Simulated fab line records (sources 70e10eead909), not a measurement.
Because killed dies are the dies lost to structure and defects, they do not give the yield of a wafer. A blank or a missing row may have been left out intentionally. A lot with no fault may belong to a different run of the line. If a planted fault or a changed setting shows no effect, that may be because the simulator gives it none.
What tool caused it? / flow nand_harc / Sampling: 13 lots, 39 wafers, 5 of 1302 route steps

WHAT THE GAUGES SHOWED, per wafer
NHARC_A_BONDPAD_CD_MEAS_13. Usual: 499.4 nm for cd_nm, sd 1.7.
lot=L948; measured=day 23 02:21; on=cd_sem-01; cd_nm (nm)=499.5 499.9 498.8; flag=
lot=L949; measured=day 23 22:05; on=cd_sem-01; cd_nm (nm)=499.9 500.1 498.4; flag=
lot=L951; measured=day 24 10:15; on=cd_sem-03; cd_nm (nm)=500.4 501.4 500.6; flag=
lot=L952; measured=day 24 14:38; on=cd_sem-03; cd_nm (nm)=496.9 498.1 499.4; flag=
lot=L953; measured=day 24 09:32; on=cd_sem-01; cd_nm (nm)=499.1 501.9 497.5; flag=
lot=L954; measured=day 25 17:55; on=cd_sem-02; cd_nm (nm)=499.7 499.6 498.4; flag=
lot=L956; measured=day 26 04:28; on=cd_sem-03; cd_nm (nm)=498.5 500.5 497.7; flag=
lot=L957; measured=day 28 13:20; on=cd_sem-03; cd_nm (nm)=501.2 502.9 498.4; flag=
lot=L958; measured=day 28 06:46; on=cd_sem-01; cd_nm (nm)=499.4 497.3 497.0; flag=
lot=L959; measured=day 27 21:43; on=cd_sem-02; cd_nm (nm)=497.8 499.3 496.9; flag=
lot=L960; measured=day 28 09:20; on=cd_sem-03; cd_nm (nm)=498.9 500.0 500.3; flag=
lot=L962; measured=day 29 05:19; on=cd_sem-02; cd_nm (nm)=499.9 495.9 500.1; flag=
lot=L963; measured=day 29 06:58; on=cd_sem-02; cd_nm (nm)=501.1 501.8 501.5; flag=

NHARC_THIN_TSV_CD_MEAS_12: target cd 1000 nm. Usual: 998.5 nm for cd_nm, sd 1.7.
lot=L948; measured=day 23 15:55; on=cd_sem-03; cd_nm (nm)=998.9 998.1 998.8; flag=
lot=L949; measured=day 24 13:32; on=cd_sem-01; cd_nm (nm)=997.6 998.3 999.9; flag=
lot=L951; measured=day 25 01:04; on=cd_sem-03; cd_nm (nm)=997.8 998.6 1000.4; flag=
lot=L952; measured=day 25 07:32; on=cd_sem-01; cd_nm (nm)=999.6 997.9 994.1; flag=
lot=L953; measured=day 24 23:55; on=cd_sem-02; cd_nm (nm)=998.2 998.4 996.2; flag=
lot=L954; measured=day 26 08:19; on=cd_sem-03; cd_nm (nm)=998.2 999.6 998.6; flag=
lot=L956; measured=day 26 18:58; on=cd_sem-02; cd_nm (nm)=999.3 998.3 1002.8; flag=
lot=L957; measured=day 29 03:04; on=cd_sem-03; cd_nm (nm)=996.8 996.1 996.0; flag=
lot=L958; measured=day 29 00:36; on=cd_sem-01; cd_nm (nm)=1000.1 999.4 998.5; flag=
lot=L959; measured=day 28 12:31; on=cd_sem-02; cd_nm (nm)=997.2 997.1 997.6; flag=
lot=L960; measured=day 29 02:01; on=cd_sem-03; cd_nm (nm)=1001.9 1001.7 998.5; flag=
lot=L962; measured=day 29 19:47; on=cd_sem-01; cd_nm (nm)=998.5 994.9 999.5; flag=
lot=L963; measured=day 29 21:05; on=cd_sem-03; cd_nm (nm)=999.2 999.6 1000.8; flag=

NHARC_THIN_TSV_CD_MEAS_33: target cd 5000 nm. Usual: 4999.8 nm for cd_nm, sd 2.
lot=L948; measured=day 23 21:50; on=cd_sem-03; cd_nm (nm)=5002.4 5001.6 5001.4; flag=
lot=L949; measured=day 24 19:26; on=cd_sem-03; cd_nm (nm)=5000.8 5002.8 5002.3; flag=
lot=L951; measured=day 25 07:09; on=cd_sem-03; cd_nm (nm)=4999.9 5001.3 5003.0; flag=
lot=L952; measured=day 25 13:27; on=cd_sem-02; cd_nm (nm)=4999.2 4999.6 5001.2; flag=
lot=L953; measured=day 25 05:52; on=cd_sem-01; cd_nm (nm)=4999.6 5003.6 5003.7; flag=
lot=L954; measured=day 26 14:23; on=cd_sem-03; cd_nm (nm)=4997.9 4999.9 5000.3; flag=
lot=L956; measured=day 27 00:57; on=cd_sem-02; cd_nm (nm)=5003.1 5001.6 4998.4; flag=
lot=L957; measured=day 29 09:23; on=cd_sem-03; cd_nm (nm)=4999.7 4997.6 5004.0; flag=
lot=L958; measured=day 29 06:58; on=cd_sem-01; cd_nm (nm)=5001.4 4998.2 4998.4; flag=
lot=L959; measured=day 28 18:23; on=cd_sem-03; cd_nm (nm)=5002.3 4998.2 5000.3; flag=
lot=L960; measured=day 29 08:19; on=cd_sem-03; cd_nm (nm)=4997.8 4997.4 4999.5; flag=
lot=L962; measured=day 30 01:42; on=cd_sem-03; cd_nm (nm)=4998.9 4998.4 4999.0; flag=
lot=L963; measured=day 30 03:05; on=cd_sem-03; cd_nm (nm)=4999.6 4998.0 4996.0; flag=

NHARC_END_SORT_01. Usual: killed_at_array 51, standard deviation 17; killed_at_other 1.0, standard deviation 1.2; killed_at_periphery 3.4, standard deviation 2.5; killed_dies 56, standard deviation 17; killed_open 3.3, standard deviation 2.1; killed_short 2.6, standard deviation 1.6.
lot=L962; measured=day 30 14:46; on=prober-02; killed_at_array=96 116 92; killed_at_other=0 0 1; killed_at_periphery=2 5 1; killed_dies=98 121 94; killed_open=2 2 3; killed_short=2 0 3; flag=

WHICH TOOL RAN EACH LOT (tool, then ch and the chambers of the sampled wafers, then the start)
lot=L948; NHARC_A_DECK1_JOINT_CVD_12=lpcvd_poly-04 ch 0, day 11 00:01
lot=L949; NHARC_A_DECK1_JOINT_CVD_12=lpcvd_poly-04 ch 0, day 11 18:01
lot=L951; NHARC_A_DECK1_JOINT_CVD_12=lpcvd_poly-02 ch 0, day 12 07:41
lot=L952; NHARC_A_DECK1_JOINT_CVD_12=lpcvd_poly-02 ch 0, day 12 07:41
lot=L953; NHARC_A_DECK1_JOINT_CVD_12=lpcvd_poly-02 ch 0, day 13 00:47
lot=L954; NHARC_A_DECK1_JOINT_CVD_12=lpcvd_poly-04 ch 0, day 13 19:11
lot=L956; NHARC_A_DECK1_JOINT_CVD_12=lpcvd_poly-02 ch 0, day 14 12:05
lot=L957; NHARC_A_DECK1_JOINT_CVD_12=lpcvd_poly-04 ch 0, day 15 09:01
lot=L958; NHARC_A_DECK1_JOINT_CVD_12=lpcvd_poly-03 ch 0, day 15 13:28
lot=L959; NHARC_A_DECK1_JOINT_CVD_12=lpcvd_poly-03 ch 0, day 15 13:28
lot=L960; NHARC_A_DECK1_JOINT_CVD_12=lpcvd_poly-04 ch 0, day 16 05:10
lot=L962; NHARC_A_DECK1_JOINT_CVD_12=lpcvd_poly-04 ch 0, day 17 02:22
lot=L963; NHARC_A_DECK1_JOINT_CVD_12=lpcvd_poly-02 ch 0, day 17 09:00
- NHARC_A_DECK1_JOINT_CVD_12: deposits poly-Si, target thk 90 nm, time 1800 s.

WHAT THE TOOLS THEMSELVES READ (means of the sampled wafers that have a number; where no wafer has one, the mark that the record gives instead)
The record holds no such reading with a usual standard deviation.

THE ANSWER, worked out from the rows above alone
Rule: a lot is off if the mean of its wafers that have a number lies more than 3 standard deviations from the usual mean. Also off: a lot with no number at a reading for which 4 or more lots have one. The other lots that the step has rows for count as sound. Order of review: gauges by route order, followed by the tools' own readings, for which a lot's mean as printed above is used. At the first step where some lot is off, the reading lying furthest off is the one used; lots without a number count as furthest.
Across all readings shown, no lot is off: no conclusion can be drawn from this.

WHAT WAS PUT IN BY THE SIMULATOR
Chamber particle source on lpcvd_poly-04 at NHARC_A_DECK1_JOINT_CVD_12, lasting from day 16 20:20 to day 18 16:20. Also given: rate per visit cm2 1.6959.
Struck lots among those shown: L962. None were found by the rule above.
